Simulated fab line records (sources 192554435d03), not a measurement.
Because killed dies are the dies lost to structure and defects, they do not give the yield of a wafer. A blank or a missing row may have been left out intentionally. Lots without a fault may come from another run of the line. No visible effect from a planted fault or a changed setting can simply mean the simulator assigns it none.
Which of the tools did it? | flow n5-finfet | 27 wafers from 9 lots sampled at 6 of the route's 1938 steps

WHAT THE GAUGES READ, wafer by wafer
N5_BEOL_M0_CUTY_CD_MEAS_57: the cd target is 200 nm. Usual: 200.3 nm for cd-nm, sd 1.1.
lot  | measured     | on        | cd-nm (nm)        | flag
L440 | day 6 16:17  | cd-sem-01 | 199.7 200.6 199.7 |
L441 | day 6 17:03  | cd-sem-01 | 201.4 200.7 202.1 |
L447 | day 7 11:08  | cd-sem-02 | 198.1 199.3 197.8 |
L448 | day 7 23:31  | cd-sem-01 | 200.5 199.6 201.6 |
L449 | day 8 00:10  | cd-sem-01 | 199.3 200.7 199.2 |
L456 | day 9 18:58  | cd-sem-03 | 156.1 200.9 201.0 | OFF
L458 | day 10 05:26 | cd-sem-01 | 201.6 200.8 155.4 | OFF
L460 | day 10 19:57 | cd-sem-01 | 198.2 200.5 201.1 |
L463 | day 11 19:19 | cd-sem-02 | 198.7 199.5 198.9 |

N5_BEOL_M4_RC_MEAS_101. Usual: DIBL_N 36.5 mV/V, standard deviation 2; DIBL_P 36.5 mV/V, standard deviation 2.3; IOFF_N 0.16 nA/um, standard deviation 0.036; IOFF_P 0.21 nA/um, standard deviation 0.037; ION_N 672 uA/um, standard deviation 12; ION_P 459 uA/um, standard deviation 7.1; SS_N 71.6 mV/dec, standard deviation 0.73; SS_P 73.4 mV/dec, standard deviation 0.76; VT_N 250 mV, standard deviation 3.3; VT_P -250.5 mV, standard deviation 2.9.
lot  | measured     | on        | DIBL_N (mV/V)  | DIBL_P (mV/V)  | IOFF_N (nA/um) | IOFF_P (nA/um) | ION_N (uA/um) | ION_P (uA/um) | SS_N (mV/dec)  | SS_P (mV/dec)  | VT_N (mV)   | VT_P (mV)            | flag
L440 | day 8 14:59  | prober-02 | 31.8 33.0 34.4 | 34.0 34.7 37.4 | 0.12 0.13 0.16 | 0.17 0.17 0.20 | 671 659 675   | 462 450 461   | 71.2 70.6 70.9 | 72.4 72.4 73.5 | 252 254 250 | -250.3 -253.8 -249.8 |
L441 | day 8 23:19  | prober-02 | 37.5 39.7 38.2 | 37.7 40.1 38.4 | 0.16 0.20 0.17 | 0.22 0.25 0.23 | 672 676 673   | 459 464 461   | 71.8 72.6 72.1 | 74.5 74.9 74.8 | 248 248 250 | -247.8 -246.5 -249.2 |
L447 | day 10 07:19 | prober-01 | 36.5 38.1 37.2 | 35.9 39.1 37.3 | 0.14 0.18 0.16 | 0.19 0.24 0.21 | 661 683 671   | 453 469 459   | 72.5 72.6 72.4 | 72.6 73.7 73.2 | 251 249 249 | -252.4 -247.1 -249.2 |
L448 | day 10 11:02 | prober-01 | 36.7 34.2 36.2 | 35.7 33.3 34.4 | 0.15 0.12 0.14 | 0.18 0.16 0.17 | 670 660 665   | 459 451 450   | 70.9 70.6 70.7 | 73.6 72.8 73.2 | 249 252 250 | -253.0 -255.4 -252.7 |
L449 | day 10 13:35 | prober-02 | 37.6 36.0 33.6 | 38.5 36.5 33.9 | 0.18 0.15 0.11 | 0.23 0.19 0.16 | 675 680 664   | 461 461 451   | 72.6 71.7 70.6 | 74.5 73.3 72.6 | 248 249 255 | -248.7 -250.3 -253.8 |
L456 | day 11 22:51 | prober-02 | 37.3 39.1      | 34.9 38.0      | 0.14 0.19      | 0.19 0.25      | 645 681       | 444 464       | 71.8 71.4      | 72.9 73.8      | 253 249     | -251.0 -246.2        |
L458 | day 12 10:17 | prober-02 | 35.3 35.1      | 33.9 33.6      | 0.13 0.13      | 0.20 0.19      | 667 671       | 463 464       | 70.7 70.4      | 72.7 72.4      | 253 252     | -247.5 -250.6        |
L460 | day 13 10:04 | prober-02 | 36.7 38.1 38.2 | 36.8 38.8 38.9 | 0.15 0.17 0.17 | 0.20 0.22 0.23 | 670 671 678   | 454 458 458   | 71.4 71.5 72.2 | 73.5 73.9 73.0 | 253 248 249 | -255.1 -251.8 -251.8 |
L463 | day 14 20:04 | prober-01 | 38.1 39.1 38.8 | 40.2 40.6 41.3 | 0.19 0.22 0.21 | 0.21 0.23 0.23 | 671 682 675   | 457 457 456   | 71.6 72.8 72.4 | 75.2 74.2 74.7 | 249 246 248 | -250.8 -251.5 -248.9 |

WHAT TOOL EACH LOT RAN ON (gives the tool, then ch and the chambers of the sampled wafers, and finally the start)
lot  | N5_BEOL_M0_SAQP_ETCH_106           | N5_BEOL_M0_SAQP_ETCH_49            | N5_BEOL_M0_CUTY_EXPOSE_54          | N5_BEOL_M0_SPUTTER_116
L440 | rie-diel-04 ch 2,3, day 6 12:08    | rie-diel-03 ch 0,1,2, day 6 15:55  | arfi-scanner-03 ch 0, day 6 16:10  | pvd-sputter-02, day 6 17:55
L441 | rie-diel-03 ch 1,2, day 6 12:59    | rie-diel-02 ch 1,2,3, day 6 16:34  | arfi-scanner-03 ch 0, day 6 16:56  | pvd-sputter-01, day 6 18:53
L447 | rie-diel-04 ch 0,1,2, day 7 06:54  | rie-diel-03 ch 0,2,3, day 7 10:38  | arfi-scanner-01 ch 0, day 7 11:01  | pvd-sputter-03, day 7 22:19
L448 | rie-diel-04 ch 2,3, day 7 20:34    | rie-diel-02 ch 0,1,3, day 7 23:08  | arfi-scanner-01 ch 0, day 7 23:23  | pvd-sputter-03, day 8 03:57
L449 | rie-diel-03 ch 0,2, day 7 20:47    | rie-diel-04 ch 1,2,3, day 7 23:40  | arfi-scanner-02 ch 0, day 8 00:02  | pvd-sputter-01, day 8 04:16
L456 | rie-diel-03 ch 0,1,3, day 9 16:11  | rie-diel-02 ch 0,2,3, day 9 18:28  | arfi-scanner-01 ch 0, day 9 18:50  | pvd-sputter-01, day 9 23:47
L458 | rie-diel-03 ch 1,2,3, day 10 02:22 | rie-diel-03 ch 0,2, day 10 04:56   | arfi-scanner-01 ch 0, day 10 05:19 | pvd-sputter-03, day 10 09:09
L460 | rie-diel-02 ch 0,1,3, day 10 15:58 | rie-diel-04 ch 0,2,3, day 10 19:28 | arfi-scanner-02 ch 0, day 10 19:50 | pvd-sputter-02, day 11 02:39
L463 | rie-diel-02 ch 0,2,3, day 11 16:22 | rie-diel-04 ch 0,1, day 11 18:49   | arfi-scanner-02 ch 0, day 11 19:11 | pvd-sputter-01, day 12 00:27
- N5_BEOL_M0_SAQP_ETCH_106: etches SOC in N2/H2, stops on SiNx, target depth 150 nm.
- N5_BEOL_M0_SAQP_ETCH_49: etches SiO2 in CF4/O2, target depth 37 nm.
- N5_BEOL_M0_CUTY_EXPOSE_54: exposes mask M0 ABLK.
- N5_BEOL_M0_SPUTTER_116: material Cu, target thk 4 nm, time 7.37 s.

AS READ BY THE TOOLS THEMSELVES (means over the sampled wafers that have a number; for cases with no such wafer, the mark the record gives instead)
N5_BEOL_M0_SAQP_ETCH_106. Usual: bias-w 61.01 W, standard deviation 0.17; drypump-motor-current-A 5.7 A, standard deviation 0.53; oes-product-au 0.74 a.u., standard deviation 0.054; rf-vpp-V 240.4 V, standard deviation 1.4; showerhead-plenum-p-Torr 2.52 Torr, standard deviation 0.076; throttle-valve-pct 17.76 %, standard deviation 0.27.
lot  | tool        | bias-w (W) | drypump-motor-current-A (A) | oes-product-au (a.u.) | rf-vpp-V (V) | showerhead-plenum-p-Torr (Torr) | throttle-valve-pct (%) | flag
L440 | rie-diel-04 | 60.75      | 5.9                         | 0.74                  | 239.9        | 2.53                            | 17.64                  |
L441 | rie-diel-03 | 61.04      | 6.1                         | 0.72                  | 241.4        | 2.59                            | 17.67                  |
L447 | rie-diel-04 | 60.96      | 5.5                         | 0.78                  | 239.8        | 2.46                            | 17.62                  |
L448 | rie-diel-04 | 61.24      | 5.6                         | 0.74                  | 241.6        | 2.53                            | 17.58                  |
L449 | rie-diel-03 | 61.00      | 5.4                         | 0.72                  | 240.9        | 2.50                            | 18.02                  |
L456 | rie-diel-03 | 60.94      | 5.7                         | 0.71                  | 240.3        | 2.56                            | 17.80                  |
L458 | rie-diel-03 | 61.08      | 5.9                         | 0.72                  | 241.8        | 2.56                            | 17.77                  |
L460 | rie-diel-02 | 60.98      | 6.3                         | 0.73                  | 240.9        | 2.57                            | 17.97                  |
L463 | rie-diel-02 | 61.10      | 5.6                         | 0.79                  | 241.0        | 2.56                            | 17.80                  |

N5_BEOL_M0_SAQP_ETCH_49. Usual: bias-w 48.99 W, standard deviation 0.14; drypump-motor-current-A 5.8 A, standard deviation 0.55; oes_o_777_au 0.75 a.u., standard deviation 0.059; oes-product-au 0.75 a.u., standard deviation 0.063; rf-vpp-V 241 V, standard deviation 4.5; showerhead-plenum-p-Torr 2.20 Torr, standard deviation 0.066; throttle-valve-pct 15.8 %, standard deviation 0.31.
lot  | tool        | bias-w (W) | drypump-motor-current-A (A) | oes_o_777_au (a.u.) | oes-product-au (a.u.) | rf-vpp-V (V) | showerhead-plenum-p-Torr (Torr) | throttle-valve-pct (%) | flag
L440 | rie-diel-03 | 48.98      | 5.7                         | 0.73                | 0.72                  | 244          | 2.22                            | 16.0                   |
L441 | rie-diel-02 | 48.93      | 6.0                         | 0.76                | 0.77                  | 244          | 2.24                            | 15.9                   |
L447 | rie-diel-03 | 49.04      | 5.5                         | 0.75                | 0.74                  | 243          | 2.20                            | 16.0                   |
L448 | rie-diel-02 | 49.24      | 6.3                         | 0.76                | 0.77                  | 241          | 2.24                            | 16.0                   |
L449 | rie-diel-04 | 48.89      | 5.6                         | 0.77                | 0.78                  | 244          | 2.17                            | 15.6                   |
L456 | rie-diel-02 | 49.02      | 5.6                         | 0.82                | 0.83                  | 239          | 2.24                            | 15.9                   |
L458 | rie-diel-03 | 48.99      | 5.3                         | 0.72                | 0.69                  | 242          | 2.19                            | 16.2                   |
L460 | rie-diel-04 | 49.02      | 5.8                         | 0.73                | 0.73                  | 237          | 2.14                            | 15.7                   |
L463 | rie-diel-04 | 49.04      | 5.5                         | 0.78                | 0.79                  | 242          | 2.10                            | 15.6                   |

N5_BEOL_M0_CUTY_EXPOSE_54. Usual: 22.97 C for reticle-temp-C, sd 0.096.
lot  | tool            | reticle-temp-C (C) | flag
L440 | arfi-scanner-03 | 22.97              |
L441 | arfi-scanner-03 | 22.94              |
L447 | arfi-scanner-01 | 22.87              |
L448 | arfi-scanner-01 | 23.02              |
L449 | arfi-scanner-02 | 22.96              |
L456 | arfi-scanner-01 | 23.01              |
L458 | arfi-scanner-01 | 23.00              |
L460 | arfi-scanner-02 | 22.98              |
L463 | arfi-scanner-02 | 23.06              |

N5_BEOL_M0_SPUTTER_116. Usual: 29.8 % for throttle-valve-pct, sd 0.91.
lot  | tool           | throttle-valve-pct (%) | flag
L440 | pvd-sputter-02 | 30.5                   |
L441 | pvd-sputter-01 | 29.8                   |
L447 | pvd-sputter-03 | 30.3                   |
L448 | pvd-sputter-03 | 30.3                   |
L449 | pvd-sputter-01 | 29.9                   |
L456 | pvd-sputter-01 | 29.1                   |
L458 | pvd-sputter-03 | 30.9                   |
L460 | pvd-sputter-02 | 29.8                   |
L463 | pvd-sputter-01 | 29.4                   |

THE ANSWER, worked out from the rows above alone
Rule: a lot counts as off when the mean over its wafers that have a number is more than 3 standard deviations away from the usual mean. A lot without any number at a reading at which 4 lots or more have one is off too. Any other lot the step has rows for is counted as sound. The gauges are gone through in route order, then the tools' own readings, and for those a lot's mean is taken as printed above. The first step at which some lot is off is used, and at that step the reading that is off furthest; a lot without a number counts as furthest.
Off: L456, L458, at N5_BEOL_M0_CUTY_CD_MEAS_57 (cd-nm).
A tool fits if, at a process step before that reading, it ran every lot that is off, and no sound lot after the first of them. The gauges at N5_BEOL_M0_CUTY_CD_MEAS_57 are tried like those tools. Undecided on this evidence; 2 tools fit (rie-diel-03 at N5_BEOL_M0_SAQP_ETCH_106, arfi-scanner-01 at N5_BEOL_M0_CUTY_EXPOSE_54).

WHAT WAS PUT IN BY THE SIMULATOR
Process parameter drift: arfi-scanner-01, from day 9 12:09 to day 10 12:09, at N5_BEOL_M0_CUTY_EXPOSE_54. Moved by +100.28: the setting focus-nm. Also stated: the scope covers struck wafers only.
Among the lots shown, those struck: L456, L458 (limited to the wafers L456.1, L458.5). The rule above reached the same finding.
